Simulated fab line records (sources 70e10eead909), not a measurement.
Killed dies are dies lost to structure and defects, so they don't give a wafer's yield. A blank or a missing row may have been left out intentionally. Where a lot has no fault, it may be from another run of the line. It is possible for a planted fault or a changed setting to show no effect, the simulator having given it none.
fab line records	flow nand_harc
[record] lots = 24	wafers = 72	last_day = 24
route steps=1159 shown P_M1@303 P_M2@329 P_BONDPAD@385
lots with no fault: from the same line, run without faults
start_h: hours from the record's first day to the start of the lot's first wafer shown	wait_h: how many hours have passed since the lot's step before this one	" same as the row above	L1.1+2: several wafers, shown together as one row	- no value, or no start was given	* or withheld: withheld	< > ~ a bound
route shown NAME@n: names a module that has steps shown in the file, with the first one's number in the route	usual: mean and standard deviation over wafers with no fault	same: alike in all rows	chamber/n: place in a boat	sites: per-site readings	_std_site: standard deviation across them	_edge_site: inner sites' mean taken away from outer sites' mean	radius_mm: for every site, how far away it sits from the centre of the wafer	mask NAME#n: copy n	behind: the last tool/chamber to shape the wafer	hold: what put the lot on hold/how long, in hours/how the hold closed	device: whichever transistor did not switch (one of n, p or np)	end of line: at the end of the route, the tests of the same wafers	step lacking rows: just its recipe	killed: count of dies lost to structure and defects at first sort (not the wafer's yield)	map: per-die view of a wafer (x killed, . not killed, _ where there is no die)
set.NAME: setting as actually run; set.NAME@STEP: the setting as run at that earlier step	model.NAME: the simulator's own value behind a step, which no gauge read
route steps across a sampled set of lots; one table per step, one row per wafer
services: from which hour (start_h, from the record's first day; less than 0 if before it) a tool's chamber was out of use, for how many hours, and why
[[steps]]
[step NHARC_P_M1_ETCH_28]
[recipe] target_depth_a = 300	over_etch_frac = 0.3	time_s = 72.99	ion_energy_ev = 150	cf4_flow_sccm = 50	n2_flow_sccm = 100	ar_flow_sccm = 150	rf_w = 300	bias_w = 100	chemistry = CF4/N2
[usual] drypump_motor_current_A = 5.5/0.37	oes_product_au = 0.999/0.0095	rf_vpp_V = 314.4/1.9	showerhead_plenum_p_Torr = 2.64/0.096	throttle_valve_pct = 19.794/0.0083
lot.wafer	tool	chamber	start_h	wait_h	drypump_motor_current_A	oes_product_au	rf_hours_counter_h	rf_vpp_V	showerhead_plenum_p_Torr	throttle_valve_pct
L074.3	rie_diel-06	1	-	-	5.0	0.990	1	311.9	2.54	19.801
L074.4	"	3	"	"	6.2	0.992	-	316.1	2.76	19.805
L074.6	"	1	"	"	5.0	0.990	-	311.9	2.54	19.803
L075.4	rie_diel-04	2	-	-	6.0	0.999	1	314.7	2.65	19.802
L075.1	"	0	"	"	5.8	0.997	1	314.6	2.63	19.792
L075.6	"	2	"	"	6.0	0.999	-	314.7	2.65	19.796
L076.2	rie_diel-12	0	-	-	5.9	1.014	6	313.2	2.50	19.798
L076.3	"	1	"	"	5.8	1.006	5	315.0	2.66	19.796
L076.6	"	1	"	"	5.8	1.004	-	315.4	2.66	19.799
L077.4	rie_diel-12	0	-	-	6.0	1.016	7	310.6	2.50	19.781
L077.1	"	1	"	"	5.8	1.006	6	313.4	2.65	19.795
L077.6	"	3	"	"	5.2	1.011	-	314.9	2.63	19.796
L078.2	rie_diel-12	3	-	-	5.2	0.990	7	315.1	2.63	19.779
L078.6	"	1	"	"	5.9	1.003	-	314.2	2.66	19.800
L078.5	"	2	"	"	5.3	1.005	-	314.9	2.75	19.783
L081.1	rie_diel-04	3	-	-	5.4	0.993	3	312.5	2.49	19.798
L081.2	"	0	"	"	5.8	1.004	3	314.8	2.63	19.791
L081.5	"	1	"	"	5.1	0.994	-	319.0	2.80	19.790
L080.3	rie_diel-04	3	-	-	5.4	0.994	3	312.2	2.49	19.789
L080.2	"	0	"	"	5.8	1.007	3	312.6	2.63	19.794
L080.5	"	0	"	"	5.8	1.005	-	312.5	2.63	19.789
L079.4	rie_diel-06	1	-	-	5.1	0.989	2	314.5	2.54	19.800
L079.3	"	2	"	"	5.0	0.998	2	314.3	2.65	19.807
L079.6	"	1	"	"	5.1	0.997	-	311.3	2.54	19.802
L082.4	rie_diel-12	2	-	-	5.3	0.992	9	316.5	2.75	19.802
L082.2	"	3	"	"	5.2	1.004	9	314.8	2.63	19.804
L082.1	"	0	"	"	5.9	1.015	9	312.2	2.50	19.786
L083.1	rie_diel-12	3	-	-	5.2	0.998	9	315.2	2.63	19.793
L083.4	"	0	"	"	5.9	1.016	9	312.4	2.50	19.795
L083.5	"	2	"	"	5.3	1.006	-	316.5	2.75	19.797
L084.3	rie_diel-04	2	-	-	6.0	0.999	4	312.9	2.64	19.790
L084.4	"	0	"	"	5.8	1.014	3	314.4	2.63	19.799
L084.6	"	1	"	"	5.1	0.990	-	316.8	2.80	19.795
L087.3	rie_diel-12	3	-	-	5.2	0.996	11	313.5	2.63	19.795
L087.1	"	1	"	"	5.8	1.012	11	315.2	2.65	19.783
L087.5	"	0	"	"	5.9	1.029	-	309.8	2.50	19.803
L086.1	rie_diel-12	0	-	-	5.9	1.016	11	311.7	2.50	19.792
L086.2	"	1	"	"	5.9	0.995	11	313.9	2.65	19.801
L086.4	"	2	"	"	5.3	0.997	11	315.3	2.75	19.800
L085.2	rie_diel-04	2	-	-	6.0	1.001	7	313.9	2.64	19.786
L085.1	"	3	"	"	5.4	0.978	7	311.7	2.49	19.799
L085.5	"	0	"	"	5.8	0.998	-	314.1	2.63	19.804
L088.3	rie_diel-04	1	-	-	5.1	0.985	6	316.0	2.80	19.786
L088.4	"	2	"	"	6.0	1.010	7	313.9	2.64	19.798
L088.6	"	0	"	"	5.8	1.012	-	314.2	2.63	19.793
L090.1	rie_diel-04	0	-	-	5.8	1.023	7	315.2	2.63	19.803
L090.2	"	2	"	"	6.0	1.002	8	314.4	2.64	19.802
L090.6	"	0	"	"	5.8	1.023	-	314.6	2.63	19.784
L089.4	rie_diel-12	1	-	-	5.8	0.997	1	316.8	2.65	19.794
L089.5	"	3	"	"	5.2	1.003	-	314.2	2.63	19.796
L089.6	"	0	"	"	5.9	0.996	-	310.0	2.50	19.788
L091.3	rie_diel-12	0	-	-	5.9	1.007	2	311.9	2.50	19.801
L091.2	"	2	"	"	5.3	0.992	2	315.6	2.75	19.810
L091.6	"	3	"	"	5.2	1.002	-	315.2	2.63	19.792
L094.2	rie_diel-06	3	-	-	6.2	0.998	3	316.2	2.76	19.800
L094.4	"	1	"	"	5.0	1.001	3	313.7	2.54	19.795
L094.1	"	2	"	"	5.0	1.000	3	315.8	2.65	19.795
L093.2	rie_diel-12	2	-	-	5.3	0.982	2	315.0	2.75	19.771
L093.6	"	0	"	"	5.9	0.995	-	312.4	2.50	19.799
L093.5	"	1	"	"	5.8	0.990	-	313.8	2.65	19.797
L092.2	rie_diel-06	3	-	-	6.1	0.992	3	316.4	2.76	19.808
L092.3	"	0	"	"	5.4	1.002	3	313.3	2.60	19.791
L092.6	"	1	"	"	5.1	0.990	-	314.6	2.54	19.794
L095.2	rie_diel-06	0	-	-	5.4	0.992	0	312.9	2.60	19.794
L095.3	"	2	"	"	5.0	1.002	0	315.0	2.64	19.787
L095.4	"	3	"	"	6.2	1.005	0	316.8	2.76	19.800
L096.1	rie_diel-04	2	-	-	6.0	1.004	9	315.8	2.64	19.798
L096.3	"	3	"	"	5.4	0.979	9	311.6	2.49	19.782
L096.4	"	0	"	"	5.8	0.997	8	313.1	2.63	19.802
L097.4	rie_diel-12	1	-	-	5.8	1.002	3	313.9	2.65	19.806
L097.6	"	1	"	"	5.8	0.993	-	313.2	2.65	19.792
L097.5	"	2	"	"	5.4	0.992	-	316.0	2.75	19.795
[step NHARC_P_M2_OVL_MEAS_10]
[recipe] pitch_nm = 340
[usual] overlay_x_nm = 0.1/0.83	overlay_y_nm = -0.6/0.88
lot.wafer	tool	chamber	start_h	wait_h	overlay_x_nm	overlay_y_nm
L074.3	overlay-02	-	127.47	-	-0.3	-1.8
L074.4	"	-	"	"	-0.4	-2.0
L074.6	"	-	"	"	-0.6	-1.6
L075.1	overlay-02	-	136.54	-	-0.3	-1.0
L075.4	"	-	"	"	0.1	-0.8
L075.6	"	-	"	"	-0.3	-0.8
L076.2	overlay-01	-	136.94	-	-0.6	-3.4
L076.3	"	-	"	"	-0.5	-3.7
L076.6	"	-	"	"	-0.3	-3.8
L077.1	overlay-02	-	146.26	-	0.1	-0.5
L077.4	"	-	"	"	0.2	-0.5
L077.6	"	-	"	"	-0.5	0.0
L078.2	overlay-01	-	147.70	-	-0.6	-1.0
L078.5	"	-	"	"	-1.0	-0.8
L078.6	"	-	"	"	-0.7	-1.2
L081.1	overlay-02	-	163.27	-	0.8	1.4
L081.2	"	-	"	"	0.8	0.4
L081.5	"	-	"	"	1.2	0.6
L080.2	overlay-01	-	164.52	-	0.7	-0.3
L080.3	"	-	"	"	0.2	-0.9
L080.5	"	-	"	"	0.3	-0.1
L079.3	overlay-01	-	165.68	-	0.0	-0.8
L079.4	"	-	"	"	0.1	-0.6
L079.6	"	-	"	"	-0.5	0.0
L082.1	overlay-02	-	171.20	-	1.3	-0.3
L082.2	"	-	"	"	1.1	0.9
L082.4	"	-	"	"	1.4	0.2
L083.1	overlay-01	-	174.74	-	0.1	-0.4
L083.4	"	-	"	"	0.7	-1.1
L083.5	"	-	"	"	0.1	-1.0
L084.3	overlay-01	-	179.71	-	0.5	0.2
L084.4	"	-	"	"	-0.4	-0.1
L084.6	"	-	"	"	0.1	0.0
L087.1	overlay-02	-	200.47	-	1.6	0.7
L087.3	"	-	"	"	1.9	0.1
L087.5	"	-	"	"	1.7	0.3
L086.1	overlay-02	-	201.49	-	1.4	-0.4
L086.2	"	-	"	"	1.9	-0.1
L086.4	"	-	"	"	0.9	-0.9
L085.1	overlay-01	-	221.34	-	1.7	-0.9
L085.2	"	-	"	"	1.5	-1.1
L085.5	"	-	"	"	0.3	-0.9
L088.3	overlay-02	-	223.01	-	-0.9	-0.5
L088.4	"	-	"	"	-1.4	-0.6
L088.6	"	-	"	"	-0.9	-0.2
L090.1	overlay-01	-	229.50	-	-0.5	-0.9
L090.2	"	-	"	"	-0.6	-0.7
L090.6	"	-	"	"	-0.5	-0.9
L089.4	overlay-02	-	230.21	-	-0.5	-0.7
L089.5	"	-	"	"	0.4	-0.3
L089.6	"	-	"	"	0.1	-0.1
L091.2	overlay-02	-	231.05	-	1.2	-0.6
L091.3	"	-	"	"	1.0	-0.3
L091.6	"	-	"	"	0.5	0.1
L094.1	overlay-02	-	238.96	-	0.2	-0.3
L094.2	"	-	"	"	0.3	-0.5
L094.4	"	-	"	"	0.3	-0.3
L093.2	overlay-01	-	240.86	-	-1.4	-0.8
L093.5	"	-	"	"	-1.3	-0.2
L093.6	"	-	"	"	-0.9	-0.2
L092.2	overlay-01	-	241.26	-	1.0	-0.3
L092.3	"	-	"	"	1.1	-0.9
L092.6	"	-	"	"	1.0	-0.6
L095.2	overlay-01	-	253.98	-	0.4	-1.3
L095.3	"	-	"	"	-0.5	-1.4
L095.4	"	-	"	"	-0.4	-1.8
L096.1	overlay-01	-	254.78	-	-1.0	0.1
L096.3	"	-	"	"	-0.2	0.1
L096.4	"	-	"	"	-0.5	0.4
L097.4	overlay-02	-	263.30	-	-0.1	-1.2
L097.5	"	-	"	"	0.1	-1.2
L097.6	"	-	"	"	0.1	-1.4
[step NHARC_P_M2_INSPECT_11]
[usual] raw_defect_count = 4.4/2.4
lot.wafer	tool	chamber	start_h	wait_h	raw_defect_count
L074.3	defect_inspect-02	-	127.51	0.0	1
L074.4	"	-	"	"	3
L074.6	"	-	"	"	2
L075.1	defect_inspect-02	-	136.58	0.0	2
L075.4	"	-	"	"	3
L075.6	"	-	"	"	3
L076.2	defect_inspect-02	-	136.98	0.0	3
L076.3	"	-	"	"	1
L076.6	"	-	"	"	4
L077.1	defect_inspect-01	-	146.29	0.0	6
L077.4	"	-	"	"	5
L077.6	"	-	"	"	9
L078.2	defect_inspect-01	-	147.74	0.0	5
L078.5	"	-	"	"	3
L078.6	"	-	"	"	2
L081.1	defect_inspect-01	-	163.30	0.0	5
L081.2	"	-	"	"	3
L081.5	"	-	"	"	4
L080.2	defect_inspect-01	-	164.56	0.0	5
L080.3	"	-	"	"	5
L080.5	"	-	"	"	4
L079.3	defect_inspect-01	-	165.72	0.0	6
L079.4	"	-	"	"	2
L079.6	"	-	"	"	3
L082.1	defect_inspect-02	-	171.24	0.0	1
L082.2	"	-	"	"	2
L082.4	"	-	"	"	1
L083.1	defect_inspect-01	-	174.78	0.0	7
L083.4	"	-	"	"	9
L083.5	"	-	"	"	4
L084.3	defect_inspect-02	-	179.74	0.0	7
L084.4	"	-	"	"	4
L084.6	"	-	"	"	2
L087.1	defect_inspect-01	-	200.51	0.0	7
L087.3	"	-	"	"	7
L087.5	"	-	"	"	6
L086.1	defect_inspect-01	-	201.53	0.0	3
L086.2	"	-	"	"	6
L086.4	"	-	"	"	6
L085.1	defect_inspect-02	-	221.37	0.0	3
L085.2	"	-	"	"	3
L085.5	"	-	"	"	10
L088.3	defect_inspect-02	-	223.04	0.0	2
L088.4	"	-	"	"	2
L088.6	"	-	"	"	4
L090.1	defect_inspect-02	-	229.54	0.0	3
L090.2	"	-	"	"	4
L090.6	"	-	"	"	2
L089.4	defect_inspect-01	-	230.25	0.0	3
L089.5	"	-	"	"	5
L089.6	"	-	"	"	4
L091.2	defect_inspect-02	-	231.09	0.0	5
L091.3	"	-	"	"	7
L091.6	"	-	"	"	2
L094.1	defect_inspect-01	-	239.00	0.0	6
L094.2	"	-	"	"	6
L094.4	"	-	"	"	10
L093.2	defect_inspect-02	-	240.90	0.0	7
L093.5	"	-	"	"	4
L093.6	"	-	"	"	7
L092.2	defect_inspect-02	-	241.29	0.0	1
L092.3	"	-	"	"	1
L092.6	"	-	"	"	1
L095.2	defect_inspect-02	-	254.02	0.0	10
L095.3	"	-	"	"	7
L095.4	"	-	"	"	7
L096.1	defect_inspect-01	-	254.82	0.0	7
L096.3	"	-	"	"	2
L096.4	"	-	"	"	5
L097.4	defect_inspect-02	-	263.33	0.0	3
L097.5	"	-	"	"	4
L097.6	"	-	"	"	5
[step NHARC_P_M2_PVD_21]
[recipe] target_thk_a = 300	chamber_pressure_pa = 5	power_w = 5000	substrate_temp_c = 30	time_s = 20.49	material = Cu
[usual] throttle_valve_pct = 30.1/1
lot.wafer	tool	chamber	start_h	wait_h	throttle_valve_pct
L074.4	pvd_sputter-01	-	-	-	30.2
L074.3	"	-	"	"	30.9
L074.6	"	-	"	"	30.2
L075.1	pvd_sputter-03	-	-	-	31.7
L075.4	"	-	"	"	29.4
L075.6	"	-	"	"	32.1
L076.3	pvd_sputter-02	-	-	-	28.8
L076.2	"	-	"	"	28.4
L076.6	"	-	"	"	29.4
L077.1	pvd_sputter-01	-	-	-	30.3
L077.4	"	-	"	"	29.9
L077.6	"	-	"	"	30.6
L078.2	pvd_sputter-03	-	-	-	29.1
L078.6	"	-	"	"	29.9
L078.5	"	-	"	"	29.3
L081.1	pvd_sputter-03	-	-	-	30.4
L081.2	"	-	"	"	29.8
L081.5	"	-	"	"	30.7
L080.2	pvd_sputter-03	-	-	-	30.0
L080.3	"	-	"	"	30.3
L080.5	"	-	"	"	29.2
L079.4	pvd_sputter-03	-	-	-	30.5
L079.3	"	-	"	"	30.2
L079.6	"	-	"	"	31.9
L082.4	pvd_sputter-02	-	-	-	29.4
L082.2	"	-	"	"	28.7
L082.1	"	-	"	"	31.0
L083.4	pvd_sputter-01	-	-	-	30.6
L083.1	"	-	"	"	30.0
L083.5	"	-	"	"	31.2
L084.3	pvd_sputter-03	-	-	-	29.3
L084.4	"	-	"	"	30.2
L084.6	"	-	"	"	30.0
L087.1	pvd_sputter-03	-	-	-	29.2
L087.3	"	-	"	"	30.4
L087.5	"	-	"	"	29.3
L086.4	pvd_sputter-01	-	-	-	31.4
L086.1	"	-	"	"	30.5
L086.2	"	-	"	"	28.7
L085.1	pvd_sputter-01	-	-	-	30.8
L085.2	"	-	"	"	28.9
L085.5	"	-	"	"	28.9
L088.4	pvd_sputter-03	-	-	-	29.2
L088.3	"	-	"	"	29.9
L088.6	"	-	"	"	30.4
L090.2	pvd_sputter-02	-	-	-	28.3
L090.1	"	-	"	"	31.2
L090.6	"	-	"	"	28.7
L089.4	pvd_sputter-03	-	-	-	31.7
L089.5	"	-	"	"	29.8
L089.6	"	-	"	"	29.5
L091.2	pvd_sputter-03	-	-	-	29.9
L091.3	"	-	"	"	32.0
L091.6	"	-	"	"	29.3
L094.4	pvd_sputter-01	-	-	-	30.7
L094.2	"	-	"	"	28.7
L094.1	"	-	"	"	30.2
L093.2	pvd_sputter-03	-	-	-	32.1
L093.5	"	-	"	"	31.9
L093.6	"	-	"	"	29.8
L092.3	pvd_sputter-02	-	-	-	28.6
L092.2	"	-	"	"	29.1
L092.6	"	-	"	"	31.2
L095.3	pvd_sputter-01	-	-	-	30.5
L095.2	"	-	"	"	29.0
L095.4	"	-	"	"	31.3
L096.4	pvd_sputter-01	-	-	-	31.5
L096.1	"	-	"	"	30.4
L096.3	"	-	"	"	30.3
L097.4	pvd_sputter-01	-	-	-	30.2
L097.5	"	-	"	"	30.5
L097.6	"	-	"	"	31.3
[step NHARC_P_M2_ANNEAL_31]
[recipe] temp_c = 225	time_s = 90
[usual] wafer_temp_C_max = 226.0/0.33
lot.wafer	tool	chamber	start_h	wait_h	wafer_temp_C_max
L074.3	rtp_anneal-01	0	129.42	-	225.8
L074.4	"	0	"	"	226.1
L074.6	"	0	"	"	226.3
L075.1	rtp_anneal-02	0	138.42	0.3	225.9
L075.4	"	0	"	"	225.7
L075.6	"	0	"	"	225.7
L076.2	rtp_anneal-02	0	139.15	0.6	225.9
L076.3	"	0	"	"	225.7
L076.6	"	0	"	"	225.8
L077.1	rtp_anneal-02	0	148.13	0.3	225.4
L077.4	"	0	"	"	225.6
L077.6	"	0	"	"	225.5
L078.2	rtp_anneal-02	0	149.88	0.6	225.6
L078.5	"	0	"	"	225.7
L078.6	"	0	"	"	225.6
L081.1	rtp_anneal-02	0	165.20	0.3	225.7
L081.2	"	0	"	"	225.7
L081.5	"	0	"	"	225.7
L080.2	rtp_anneal-01	0	166.46	-	226.0
L080.3	"	0	"	"	225.8
L080.5	"	0	"	"	226.5
L079.3	rtp_anneal-01	0	167.74	0.3	226.1
L079.4	"	0	"	"	225.8
L079.6	"	0	"	"	226.2
L082.1	rtp_anneal-02	0	173.06	0.3	226.0
L082.2	"	0	"	"	226.1
L082.4	"	0	"	"	226.0
L083.1	rtp_anneal-02	0	176.64	0.3	225.8
L083.4	"	0	"	"	225.7
L083.5	"	0	"	"	225.9
L084.3	rtp_anneal-01	0	181.93	0.5	225.8
L084.4	"	0	"	"	226.1
L084.6	"	0	"	"	225.6
L087.1	rtp_anneal-01	0	202.34	0.3	226.4
L087.3	"	0	"	"	226.0
L087.5	"	0	"	"	226.5
L086.1	rtp_anneal-01	0	203.34	-	226.5
L086.2	"	0	"	"	226.3
L086.4	"	0	"	"	226.5
L085.1	rtp_anneal-02	0	223.52	0.4	226.0
L085.2	"	0	"	"	226.0
L085.5	"	0	"	"	226.1
L088.3	rtp_anneal-01	0	224.96	-	226.0
L088.4	"	0	"	"	226.5
L088.6	"	0	"	"	226.6
L090.1	rtp_anneal-01	0	231.36	-	226.0
L090.2	"	0	"	"	226.3
L090.6	"	0	"	"	226.1
L089.4	rtp_anneal-01	0	232.22	-	226.1
L089.5	"	0	"	"	226.0
L089.6	"	0	"	"	226.6
L091.2	rtp_anneal-02	0	233.11	0.5	226.1
L091.3	"	0	"	"	225.8
L091.6	"	0	"	"	225.7
L094.1	rtp_anneal-02	0	240.82	-	225.7
L094.2	"	0	"	"	226.2
L094.4	"	0	"	"	225.6
L093.2	rtp_anneal-02	0	242.78	0.4	225.6
L093.5	"	0	"	"	225.9
L093.6	"	0	"	"	225.8
L092.2	rtp_anneal-01	0	243.17	-	226.2
L092.3	"	0	"	"	226.7
L092.6	"	0	"	"	226.4
L095.2	rtp_anneal-02	0	255.90	-	225.9
L095.3	"	0	"	"	226.0
L095.4	"	0	"	"	226.0
L096.1	rtp_anneal-01	0	256.76	0.3	226.0
L096.3	"	0	"	"	226.1
L096.4	"	0	"	"	226.0
L097.4	rtp_anneal-02	0	265.29	-	225.8
L097.5	"	0	"	"	226.3
L097.6	"	0	"	"	226.0
[step NHARC_P_BONDPAD_INSPECT_23]
[usual] raw_defect_count = 307/100
lot.wafer	tool	chamber	start_h	wait_h	raw_defect_count
L074.3	defect_inspect-01	-	134.58	0.0	368
L074.4	"	-	"	"	410
L074.6	"	-	"	"	346
L075.1	defect_inspect-02	-	143.79	0.1	319
L075.4	"	-	"	"	286
L075.6	"	-	"	"	269
L076.2	defect_inspect-02	-	144.52	0.0	374
L076.3	"	-	"	"	381
L076.6	"	-	"	"	396
L077.1	defect_inspect-02	-	153.91	0.0	277
L077.4	"	-	"	"	398
L077.6	"	-	"	"	261
L078.2	defect_inspect-01	-	155.25	0.0	240
L078.5	"	-	"	"	463
L078.6	"	-	"	"	190
L081.1	defect_inspect-02	-	170.57	0.0	197
L081.2	"	-	"	"	189
L081.5	"	-	"	"	204
L080.2	defect_inspect-02	-	171.87	0.0	342
L080.3	"	-	"	"	333
L080.5	"	-	"	"	341
L079.3	defect_inspect-02	-	173.16	0.0	249
L079.4	"	-	"	"	150
L079.6	"	-	"	"	202
L082.1	defect_inspect-01	-	178.55	0.0	239
L082.2	"	-	"	"	235
L082.4	"	-	"	"	241
L083.1	defect_inspect-02	-	182.45	0.0	202
L083.4	"	-	"	"	305
L083.5	"	-	"	"	407
L084.3	defect_inspect-02	-	187.23	0.0	405
L084.4	"	-	"	"	223
L084.6	"	-	"	"	304
L087.1	defect_inspect-02	-	207.61	0.0	173
L087.3	"	-	"	"	158
L087.5	"	-	"	"	237
L086.1	defect_inspect-01	-	208.90	0.0	643
L086.2	"	-	"	"	196
L086.4	"	-	"	"	252
L085.1	defect_inspect-02	-	229.18	0.0	204
L085.2	"	-	"	"	289
L085.5	"	-	"	"	183
L088.3	defect_inspect-01	-	230.28	0.0	293
L088.4	"	-	"	"	278
L088.6	"	-	"	"	270
L090.1	defect_inspect-02	-	236.75	0.0	377
L090.2	"	-	"	"	500
L090.6	"	-	"	"	399
L089.4	defect_inspect-01	-	237.49	0.0	219
L089.5	"	-	"	"	329
L089.6	"	-	"	"	291
L091.2	defect_inspect-01	-	238.54	0.0	291
L091.3	"	-	"	"	300
L091.6	"	-	"	"	376
L094.1	defect_inspect-02	-	246.20	0.0	221
L094.2	"	-	"	"	249
L094.4	"	-	"	"	280
L093.2	defect_inspect-01	-	248.00	0.0	281
L093.5	"	-	"	"	369
L093.6	"	-	"	"	581
L092.2	defect_inspect-02	-	248.56	0.1	326
L092.3	"	-	"	"	497
L092.6	"	-	"	"	236
L095.2	defect_inspect-02	-	261.57	0.0	282
L095.3	"	-	"	"	159
L095.4	"	-	"	"	211
L096.1	defect_inspect-01	-	262.07	0.0	290
L096.3	"	-	"	"	211
L096.4	"	-	"	"	154
L097.4	defect_inspect-02	-	270.74	0.0	431
L097.5	"	-	"	"	319
L097.6	"	-	"	"	475
[[services]]
tool	chamber	start_h	hours	kind
pvd_sputter-03	-	102.00	10.0	pm
rie_diel-12	0	107.90	-	clean
rie_diel-12	1	107.90	-	clean
rie_diel-12	2	107.90	-	clean
rie_diel-12	3	107.90	-	clean
rie_diel-04	-	111.90	9.0	pm
rie_diel-06	0	121.88	10.1	repair
rie_diel-12	0	132.68	-	clean
rie_diel-12	1	132.68	-	clean
rie_diel-12	2	132.68	-	clean
rie_diel-12	3	132.68	-	clean
rie_diel-04	-	155.73	1.1	repair
rie_diel-12	0	157.18	-	clean
rie_diel-12	1	157.18	-	clean
rie_diel-12	2	157.18	-	clean
rie_diel-12	3	157.18	-	clean
pvd_sputter-01	-	158.02	10.0	pm
rie_diel-12	-	202.40	9.0	pm
rie_diel-04	2	208.75	4.9	repair
pvd_sputter-02	-	210.87	8.0	repair
pvd_sputter-02	-	218.88	10.0	pm
rie_diel-06	-	241.20	9.0	pm
pvd_sputter-03	-	249.30	1.1	repair
pvd_sputter-02	-	252.39	4.0	repair
[[key]]
fault none
